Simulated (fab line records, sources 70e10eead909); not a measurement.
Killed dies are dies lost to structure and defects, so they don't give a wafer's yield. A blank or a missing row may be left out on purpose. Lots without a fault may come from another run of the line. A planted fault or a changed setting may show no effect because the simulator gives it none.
fab line records | flow nand_harc | part 1 of 2: steps 1 to 4 of 6
record lots=23 wafers=69 last_day=33
route steps=1302 shown A_CHANNEL_HOLE_D2@588 A_CHANNEL_FILL_D2@627 A_STAIRCASE@651
lots that met no fault: from a run of the same line without faults
start_h: hours from the record's first day to the start of the lot's first wafer shown | wait_h: hours since the lot's step before | " the same as in the row above | L1.1+2: a row that stands for several wafers | - no value, or no start given | * or withheld: withheld | < > ~ a bound
route shown NAME@n: a module of which the file shows steps, and the number in the route of the first | usual: mean/standard deviation of fault-free wafers | same: alike in all rows | chamber/n: place in a boat | sites: the reading at each site | _std_site: their standard deviation | _edge_site: outer sites' mean less inner sites' | radius_mm: how far each site lies from the wafer's centre | mask NAME#n: copy n | behind: the tool/chamber that last shaped the wafer | hold: why the lot was held/for how many hours/how that ended | device: the transistor (n, p or np) that didn't switch | end of line: the same wafers' tests at the end of the route | a step without rows: its recipe alone | killed: dies lost to structure and defects at the first sort, not the wafer's yield | map: a wafer's dies, x killed, . not, _ none there
set.NAME: the setting as run; set.NAME@STEP: as run at that earlier step | model.NAME: the simulator's own value behind a step, which no gauge read
steps of the route over a sample of lots; a table a step, a row a wafer
services: from which hour (start_h, from the record's first day; less than 0 if before it) a tool's chamber was out of use, for how many hours, and why
## steps
# step NHARC_A_CHANNEL_HOLE_D2_ETCH_34
# recipe target_depth_a=1540 time_s=77 cf4_flow_sccm=100 chf3_flow_sccm=30 ar_flow_sccm=0 rf_w=500 bias_w=200 chemistry=CF4/CHF3
# usual drypump_motor_current_A=5.9/0.51 oes_product_au=0.955/0.019 rf_vpp_V=369.7/1.9 showerhead_plenum_p_Torr=1.55/0.05 throttle_valve_pct=16.803/0.0094
# columns lot.wafer tool chamber start_h wait_h drypump_motor_current_A oes_product_au rf_hours_counter_h rf_vpp_V showerhead_plenum_p_Torr throttle_valve_pct
L075.1 rie_diel-02 2 - - 6.2 0.973 4.1 373.7 1.68 16.803
L075.6 " 2 " " 6.2 0.974 - 374.6 1.68 16.791
L075.5 " 3 " " 5.5 0.967 - 368.5 1.50 16.809
L076.2 rie_diel-03 0 - - 5.3 0.985 0.9 370.1 1.53 16.811
L076.4 " 2 " " 6.3 0.946 0.9 371.2 1.57 16.800
L076.3 " 3 " " 5.7 0.965 0.9 368.8 1.48 16.815
L077.2 rie_diel-03 2 - - 6.3 0.946 1.7 371.3 1.57 16.806
L077.5 " 1 " " 5.8 0.966 - 371.4 1.59 16.807
L077.6 " 2 " " 6.3 0.954 - 370.8 1.57 16.813
L078.3 rie_diel-02 2 - - 6.2 0.970 6.2 375.5 1.67 16.804
L078.1 " 0 " " 6.6 0.939 5.8 369.0 1.51 16.794
L078.5 " 1 " " 4.9 0.964 - 368.7 1.53 16.799
L079.3 rie_diel-03 0 - - 5.3 0.920 2.4 369.3 1.53 16.807
L079.6 " 0 " " 5.3 0.922 - 367.5 1.53 16.800
L079.5 " 3 " " 5.7 0.922 - 367.4 1.48 16.796
L080.4 rie_diel-03 2 - - 6.3 0.962 3.6 371.6 1.57 16.812
L080.6 " 1 " " 5.8 0.955 - 369.4 1.59 16.817
L080.5 " 2 " " 6.3 0.947 - 369.3 1.57 16.805
L081.1 rie_diel-03 2 - - 6.3 0.944 4.3 370.6 1.57 16.796
L081.2 " 3 " " 5.6 0.969 4.0 367.5 1.48 16.809
L081.3 " 0 " " 5.3 0.983 3.9 369.1 1.53 16.799
L082.4 rie_diel-02 2 - - 6.2 0.981 8.4 374.6 1.67 16.813
L082.3 " 3 " " 5.5 0.956 7.7 367.3 1.50 16.795
L082.5 " 2 " " 6.2 0.975 - 373.1 1.67 16.815
L083.4 rie_diel-09 1 - - 6.2 0.972 2.5 372.7 1.62 16.796
L083.1 " 2 " " 6.1 0.979 2.4 371.5 1.60 16.794
L083.6 " 3 " " 6.2 0.968 - 367.7 1.52 16.799
L084.3 rie_diel-03 1 - - 5.9 0.970 4.7 372.0 1.59 16.824
L084.2 " 2 " " 6.3 0.946 5.8 370.7 1.57 16.800
L084.6 " 2 " " 6.3 0.955 - 370.6 1.57 16.804
L085.2 rie_diel-03 1 - - 5.8 0.981 5.2 371.2 1.59 16.792
L085.4 " 2 " " 6.3 0.977 6.6 369.7 1.57 16.801
L085.3 " 3 " " 5.6 0.962 6.2 366.9 1.48 16.783
L087.2 rie_diel-09 3 - - 6.3 0.943 4.0 369.8 1.52 16.801
L087.4 " 0 " " 6.3 0.936 3.3 368.6 1.51 16.808
L087.5 " 3 " " 6.3 0.945 - 367.4 1.52 16.818
L086.1 rie_diel-03 0 - - 5.3 0.965 6.6 369.8 1.53 16.797
L086.4 " 1 " " 5.8 0.967 - 372.3 1.59 16.770
L086.6 " 2 " " 6.3 0.952 - 370.5 1.57 16.821
L089.3 rie_diel-02 1 450.43 0.2 4.9 0.955 - 369.0 1.53 16.801
L089.4 " 0 " " 6.6 0.944 - 367.4 1.51 16.813
L089.5 " 0 " " 6.6 0.942 - 370.7 1.51 16.799
L088.2 rie_diel-03 2 - - 6.3 0.921 9.4 372.1 1.57 16.792
L088.3 " 3 " " 5.7 0.926 8.0 368.4 1.48 16.793
L088.5 " 2 " " 6.3 0.927 - 371.2 1.57 16.809
L090.3 rie_diel-09 1 - - 6.1 0.952 6.7 371.6 1.62 16.802
L090.1 " 2 " " 6.1 0.946 8.0 372.7 1.60 16.820
L090.6 " 1 " " 6.1 0.955 - 372.0 1.62 16.811
L091.3 rie_diel-02 1 - - 4.9 0.957 5.1 369.1 1.53 16.800
L091.1 " 3 " " 5.5 0.951 1.4 367.2 1.50 16.797
L091.4 " 1 " " 4.9 0.961 - 369.6 1.53 16.798
L094.1 rie_diel-09 3 - - 6.3 0.928 8.6 368.4 1.52 16.824
L094.4 " 1 " " 6.2 0.910 7.7 372.0 1.62 16.810
L094.5 " 3 " " 6.3 0.928 - 368.3 1.52 16.799
L092.1 rie_diel-03 0 - - 5.3 0.963 0.8 370.0 1.53 16.802
L092.2 " 1 " " 5.8 0.956 0.8 372.0 1.59 16.812
L092.5 " 3 " " 5.7 0.991 - 366.7 1.48 16.801
L093.3 rie_diel-02 3 - - 5.4 0.954 2.9 366.5 1.50 16.782
L093.6 " 1 " " 4.9 0.958 - 369.3 1.53 16.801
L093.5 " 0 " " 6.6 0.935 - 367.6 1.51 16.825
L096.1 rie_diel-02 0 - - 6.6 0.945 9.4 369.0 1.51 16.811
L096.6 " 3 " " 5.5 0.954 - 369.4 1.50 16.806
L096.5 " 1 " " 4.9 0.964 - 369.2 1.53 16.806
L095.2 rie_diel-09 1 - - 6.2 0.974 0.1 371.0 1.62 16.786
L095.6 " 3 " " 6.3 0.971 - 368.0 1.52 16.809
L095.5 " 0 " " 6.4 0.965 - 367.4 1.51 16.787
L097.4 rie_diel-09 2 - - 6.1 0.962 1.0 371.3 1.60 16.799
L097.1 " 3 " " 6.3 0.985 0.9 368.1 1.52 16.796
L097.5 " 2 " " 6.1 0.973 - 371.8 1.60 16.805
# step NHARC_A_CHANNEL_HOLE_D2_ETCH_16
# recipe target_depth_a=31000 over_etch_frac=0.3 time_s=806 ion_energy_ev=150 o2_flow_sccm=400 cos_flow_sccm=20 ar_flow_sccm=0 rf_w=500 bias_w=300 chemistry=O2/COS
# usual drypump_motor_current_A=5.9/0.51 oes_product_au=0.997/0.011 rf_vpp_V=313.2/1.7 showerhead_plenum_p_Torr=3.07/0.096 throttle_valve_pct=28.330/0.0098
# columns lot.wafer tool chamber start_h wait_h drypump_motor_current_A oes_product_au rf_hours_counter_h rf_vpp_V showerhead_plenum_p_Torr throttle_valve_pct
L075.1 rie_diel-02 2 - - 6.2 0.987 4.3 318.5 3.32 28.329
L075.5 " 0 " " 6.5 0.968 - 311.6 3.00 28.335
L075.6 " 1 " " 5.0 0.991 - 313.5 3.04 28.328
L076.3 rie_diel-03 2 - - 6.3 0.989 1.0 313.7 3.12 28.326
L076.2 " 0 " " 5.3 1.003 1.0 313.2 3.04 28.303
L076.4 " 1 " " 5.8 0.996 1.1 315.2 3.15 28.338
L077.2 rie_diel-03 2 - - 6.3 0.993 1.9 315.0 3.12 28.334
L077.5 " 0 " " 5.3 1.010 - 311.8 3.04 28.330
L077.6 " 1 " " 5.9 1.009 - 315.9 3.15 28.343
L078.3 rie_diel-02 2 - - 6.2 1.006 6.3 317.4 3.32 28.320
L078.1 " 0 " " 6.6 0.999 5.9 313.3 3.00 28.340
L078.5 " 3 " " 5.5 0.969 - 313.2 2.98 28.331
L079.3 rie_diel-03 2 - - 6.3 0.986 2.7 314.6 3.12 28.324
L079.5 " 3 " " 5.7 0.993 - 310.3 2.93 28.330
L079.6 " 0 " " 5.3 1.009 - 312.8 3.04 28.341
L080.4 rie_diel-03 0 - - 5.3 1.014 3.7 312.0 3.04 28.329
L080.6 " 2 " " 6.3 0.985 - 314.8 3.12 28.333
L080.5 " 3 " " 5.7 1.006 - 309.7 2.93 28.339
L081.1 rie_diel-03 0 - - 5.3 1.009 4.1 312.9 3.04 28.340
L081.2 " 1 " " 5.8 1.000 3.3 314.3 3.15 28.323
L081.3 " 2 " " 6.3 0.985 4.5 314.3 3.12 28.335
L082.3 rie_diel-02 0 - - 6.6 0.977 7.2 312.7 3.00 28.335
L082.4 " 2 " " 6.2 0.993 8.6 315.8 3.32 28.312
L082.5 " 0 " " 6.6 0.967 - 312.4 3.00 28.326
L083.1 rie_diel-09 2 - - 6.2 1.013 2.5 314.4 3.17 28.315
L083.4 " 0 " " 6.3 0.997 2.1 312.3 2.99 28.343
L083.6 " 3 " " 6.3 1.003 - 312.0 3.02 28.339
L084.2 rie_diel-03 2 - - 6.3 0.997 6.0 314.1 3.12 28.324
L084.3 " 0 " " 5.3 0.995 5.7 311.9 3.04 28.332
L084.6 " 2 " " 6.3 1.001 - 313.5 3.12 28.320
L085.3 rie_diel-03 1 - - 5.8 1.005 5.4 313.7 3.15 28.340
L085.4 " 2 " " 6.3 1.000 6.7 313.7 3.12 28.338
L085.2 " 0 " " 5.3 1.000 6.1 312.7 3.04 28.326
L087.2 rie_diel-09 0 - - 6.4 0.990 3.4 311.2 2.99 28.317
L087.4 " 2 " " 6.2 0.989 4.5 314.9 3.17 28.325
L087.5 " 3 " " 6.3 1.008 - 313.2 3.02 28.322
L086.1 rie_diel-03 1 - - 5.8 0.995 6.3 315.0 3.15 28.353
L086.6 " 2 " " 6.3 1.000 - 314.7 3.12 28.321
L086.4 " 1 " " 5.8 0.985 - 314.3 3.15 28.325
L089.4 rie_diel-02 1 450.78 0.3 4.9 1.000 - 311.7 3.04 28.345
L089.3 " 0 " " 6.6 0.999 - 313.5 3.00 28.324
L089.5 " 1 " " 4.9 1.005 - 313.3 3.04 28.329
L088.3 rie_diel-03 1 - - 5.8 1.000 7.9 314.8 3.15 28.311
L088.2 " 2 " " 6.3 0.999 9.6 314.5 3.12 28.346
L088.5 " 0 " " 5.4 1.002 - 313.3 3.04 28.342
L090.3 rie_diel-09 1 - - 6.2 0.998 6.8 315.9 3.21 28.335
L090.1 " 2 " " 6.2 1.001 8.1 315.4 3.17 28.330
L090.6 " 1 " " 6.2 1.008 - 315.4 3.21 28.342
L091.3 rie_diel-02 0 - - 6.6 0.983 5.3 312.5 3.00 28.334
L091.1 " 1 " " 4.9 1.009 5.2 313.4 3.03 28.338
L091.4 " 3 " " 5.5 0.997 - 311.1 2.98 28.301
L094.4 rie_diel-09 1 - - 6.2 0.999 7.9 315.6 3.20 28.348
L094.1 " 2 " " 6.2 0.994 9.1 314.5 3.17 28.315
L094.5 " 2 " " 6.2 0.996 - 315.1 3.17 28.321
L092.2 rie_diel-03 2 - - 6.3 1.000 1.0 313.4 3.11 28.344
L092.1 " 3 " " 5.7 1.005 0.6 311.2 2.93 28.332
L092.5 " 2 " " 6.3 0.995 - 313.5 3.11 28.327
L093.3 rie_diel-02 1 - - 4.9 1.006 6.7 312.4 3.03 28.328
L093.6 " 0 " " 6.6 0.987 - 311.4 2.99 28.339
L093.5 " 3 " " 5.5 1.001 - 312.2 2.98 28.346
L096.1 rie_diel-02 1 - - 4.9 1.010 9.5 313.4 3.03 28.315
L096.5 " 0 " " 6.6 0.974 - 310.1 2.99 28.332
L096.6 " 1 " " 4.9 1.011 - 312.7 3.03 28.347
L095.2 rie_diel-09 0 - - 6.4 0.997 0.3 312.9 2.99 28.324
L095.5 " 2 " " 6.2 0.997 - 314.4 3.16 28.331
L095.6 " 3 " " 6.3 1.015 - 310.8 3.02 28.334
L097.4 rie_diel-09 2 - - 6.2 0.995 1.1 314.5 3.16 28.331
L097.1 " 3 " " 6.3 1.011 1.1 312.1 3.02 28.326
L097.5 " 1 " " 6.2 1.006 - 313.7 3.20 28.323
# step NHARC_A_CHANNEL_HOLE_D2_ETCH_22
# recipe bias_v=3000 source_w=withheld pressure_mtorr=20 time_s=666.7 ar_flow_sccm=375 c4f8_flow_sccm=89.3 o2_flow_sccm=35.7 temp_c=-20 target_depth_a=16000 chemistry=C4F8/O2/Ar
# usual drypump_motor_current_A=5.5/0.5 showerhead_plenum_p_Torr=3.69/0.094 throttle_valve_pct=32.155/0.0099
# columns lot.wafer tool chamber start_h wait_h drypump_motor_current_A rf_hours_counter_h showerhead_plenum_p_Torr throttle_valve_pct
L075.1 har_etch-01 1 301.53 0.4 6.1 158 3.67 32.154
L075.6 " 0 " " 5.7 - 3.69 32.129
L075.5 " 1 " " 6.1 - 3.67 32.141
L076.2 har_etch-01 0 312.40 0.4 5.7 162 3.69 32.164
L076.3 " 0 " " 5.7 - 3.69 32.151
L076.4 " 1 " " 6.1 - 3.66 32.158
L077.2 har_etch-02 0 330.43 0.4 4.8 372 3.62 32.164
L077.5 " 1 " " 5.1 - 3.72 32.162
L077.6 " 0 " " 4.8 - 3.62 32.139
L078.1 har_etch-01 1 330.70 0.4 6.1 169 3.66 32.143
L078.3 " 1 " " 6.1 - 3.66 32.160
L078.5 " 0 " " 5.7 - 3.69 32.161
L079.3 har_etch-02 1 346.56 0.4 5.1 - 3.72 32.146
L079.5 " 1 " " 5.2 - 3.72 32.141
L079.6 " 0 " " 4.8 - 3.61 32.143
L080.4 har_etch-02 0 361.80 0.9 4.8 - 3.61 32.148
L080.5 " 0 " " 4.8 - 3.61 32.162
L080.6 " 0 " " 4.8 - 3.61 32.157
L081.1 har_etch-01 0 363.83 0.4 5.7 192 3.68 32.150
L081.2 " 1 " " 6.1 192 3.65 32.157
L081.3 " 1 " " 6.1 - 3.65 32.144
L082.4 har_etch-01 0 368.19 0.4 5.7 - 3.67 32.148
L082.3 " 1 " " 6.1 - 3.65 32.146
L082.5 " 0 " " 5.7 - 3.67 32.149
L083.1 har_etch-01 0 385.16 0.4 5.7 207 3.67 32.181
L083.4 " 0 " " 5.7 - 3.67 32.144
L083.6 " 1 " " 6.1 - 3.64 32.161
L084.2 har_etch-01 0 393.87 0.4 5.7 211 3.67 32.161
L084.3 " 0 " " 5.7 - 3.67 32.154
L084.6 " 0 " " 5.7 - 3.67 32.142
L085.2 har_etch-01 0 402.09 0.4 5.7 219 3.66 32.158
L085.4 " 0 " " 5.7 - 3.66 32.165
L085.3 " 1 " " 6.1 - 3.63 32.151
L087.2 har_etch-01 0 410.17 0.4 5.7 226 3.66 32.162
L087.4 " 0 " " 5.7 - 3.66 32.147
L087.5 " 1 " " 6.1 - 3.63 32.164
L086.1 har_etch-02 0 412.19 0.4 4.8 12 3.93 32.159
L086.4 " 1 " " 5.1 - 3.70 32.143
L086.6 " 1 " " 5.1 - 3.70 32.169
L088.2 har_etch-01 1 456.68 0.4 6.1 249 3.62 32.162
L088.3 " 0 " " 5.7 - 3.65 32.142
L088.5 " 1 " " 6.1 - 3.62 32.164
L089.3 har_etch-02 1 459.78 0.4 5.2 - 3.69 32.149
L089.4 " 0 " " 4.8 - 3.91 32.154
L089.5 " 1 " " 5.2 - 3.69 32.146
L090.1 har_etch-02 0 463.76 0.4 4.8 39 3.91 32.155
L090.3 " 1 " " 5.1 - 3.69 32.173
L090.6 " 1 " " 5.1 - 3.69 32.170
L091.1 har_etch-02 1 467.91 0.4 5.1 43 3.69 32.145
L091.3 " 1 " " 5.1 - 3.69 32.152
L091.4 " 0 " " 4.8 - 3.91 32.151
L094.1 har_etch-01 0 486.71 0.4 5.7 265 3.64 32.164
L094.4 " 0 " " 5.7 - 3.64 32.184
L094.5 " 0 " " 5.7 - 3.64 32.148
L092.2 har_etch-02 1 486.86 0.4 5.2 50 3.68 32.139
L092.1 " 0 " " 4.8 50 3.90 32.150
L092.5 " 0 " " 4.8 - 3.90 32.153
L093.3 har_etch-01 0 491.16 0.4 5.7 - 3.63 32.171
L093.5 " 1 " " 6.1 - 3.61 32.157
L093.6 " 0 " " 5.7 - 3.63 32.156
L096.1 har_etch-02 0 507.47 0.4 4.8 62 3.90 32.168
L096.6 " 0 " " 4.8 - 3.90 32.180
L096.5 " 1 " " 5.2 - 3.68 32.154
L095.2 har_etch-01 1 509.58 0.4 6.1 280 3.60 32.154
L095.6 " 0 " " 5.7 - 3.63 32.156
L095.5 " 1 " " 6.1 - 3.60 32.154
L097.1 har_etch-02 1 515.91 0.4 5.2 70 3.67 32.150
L097.4 " 0 " " 4.8 - 3.89 32.157
L097.5 " 1 " " 5.2 - 3.67 32.174
# step NHARC_A_CHANNEL_FILL_D2_ALD_25
# recipe target_thk_a=600 pulse_time_s=10 ald_cycles=600 temp_c=300 material=SiOx
# usual heater_power_w=459/35 precursor_pulse_height_rel=0.999/0.019
# columns lot.wafer tool chamber start_h wait_h heater_power_w precursor_pulse_height_rel
L075.1 ald_hk-01 0 344.26 0.7 465 1.013
L075.6 " 3 346.11 2.5 453 0.994
L075.5 " 0 " " 445 0.961
L076.3 ald_hk-04 0 355.08 0.1 474 1.010
L076.4 " 1 " " 420 1.010
L076.2 " 2 " " 525 1.034
L077.2 ald_hk-01 0 371.03 0.1 450 0.961
L077.6 " 0 373.52 2.5 452 1.031
L077.5 " 1 " " 445 1.008
L078.3 ald_hk-02 1 371.64 0.7 434 1.008
L078.1 " 2 " " 519 1.001
L078.5 " 1 374.09 3.1 430 1.014
L079.3 ald_hk-02 2 387.91 0.0 521 0.994
L079.6 " 2 390.37 2.5 522 0.988
L079.5 " 3 " " 381 1.001
L080.4 ald_hk-01 2 407.32 0.1 457 1.026
L080.6 " 2 409.76 2.5 468 0.999
L080.5 " 3 " " 459 0.998
L081.2 ald_hk-04 1 407.32 0.1 431 0.970
L081.1 " 3 408.56 1.3 445 0.963
L081.3 " 0 " " 471 0.991
L082.4 ald_hk-01 1 415.29 0.1 439 0.999
L082.3 " 0 417.14 1.9 453 1.003
L082.5 " 1 " " 443 1.036
L083.4 ald_hk-02 3 427.44 0.0 390 1.010
L083.1 " 1 428.68 1.3 421 1.000
L083.6 " 3 429.92 2.5 385 0.992
L084.3 ald_hk-02 3 436.18 0.7 388 1.000
L084.2 " 1 437.43 1.9 433 1.005
L084.6 " 3 438.67 3.2 393 1.002
L085.2 ald_hk-01 3 443.33 0.1 458 1.023
L085.3 " 0 " " 460 0.984
L085.4 " 2 445.18 1.9 469 0.995
L087.2 ald_hk-01 1 450.85 0.7 447 0.989
L087.4 " 2 " " 452 0.989
L087.5 " 1 453.27 3.1 446 1.006
L086.1 ald_hk-04 1 451.46 1.3 451 1.016
L086.4 " 2 " " 497 0.993
L086.6 " 0 453.29 3.1 484 1.004
L088.2 ald_hk-02 3 499.83 0.1 388 0.978
L088.3 " 0 " " 499 0.978
L088.5 " 0 502.92 3.1 494 1.006
L089.3 ald_hk-04 1 501.04 1.3 451 1.017
L089.4 " 2 " " 500 0.993
L089.5 " 3 " " 437 1.034
L090.1 ald_hk-04 2 509.04 0.1 500 1.015
L090.3 " 0 510.28 1.3 481 1.019
L090.6 " 3 512.13 3.1 440 1.010
L091.4 ald_hk-02 3 509.06 0.0 394 1.001
L091.1 " 0 " " 489 0.990
L091.3 " 1 " " 441 0.986
L092.2 ald_hk-04 1 527.58 0.1 455 0.961
L092.1 " 2 " " 509 1.016
L092.5 " 1 530.04 2.5 447 1.008
L094.1 ald_hk-01 1 527.58 0.1 452 0.967
L094.4 " 3 528.80 1.3 453 1.007
L094.5 " 1 530.03 2.5 449 1.019
L093.3 ald_hk-01 3 534.79 1.3 471 1.015
L093.6 " 1 536.02 2.5 452 1.009
L093.5 " 2 " " 465 1.003
L096.1 ald_hk-01 1 549.36 0.7 452 0.985
L096.6 " 0 551.18 2.5 449 0.974
L096.5 " 1 " " 455 0.998
L095.2 ald_hk-04 1 549.37 0.7 461 0.985
L095.5 " 0 551.23 2.5 497 1.010
L095.6 " 1 " " 454 0.983
L097.4 ald_hk-02 1 561.18 1.3 443 1.007
L097.1 " 2 " " 527 1.006
L097.5 " 3 " " 392 0.968
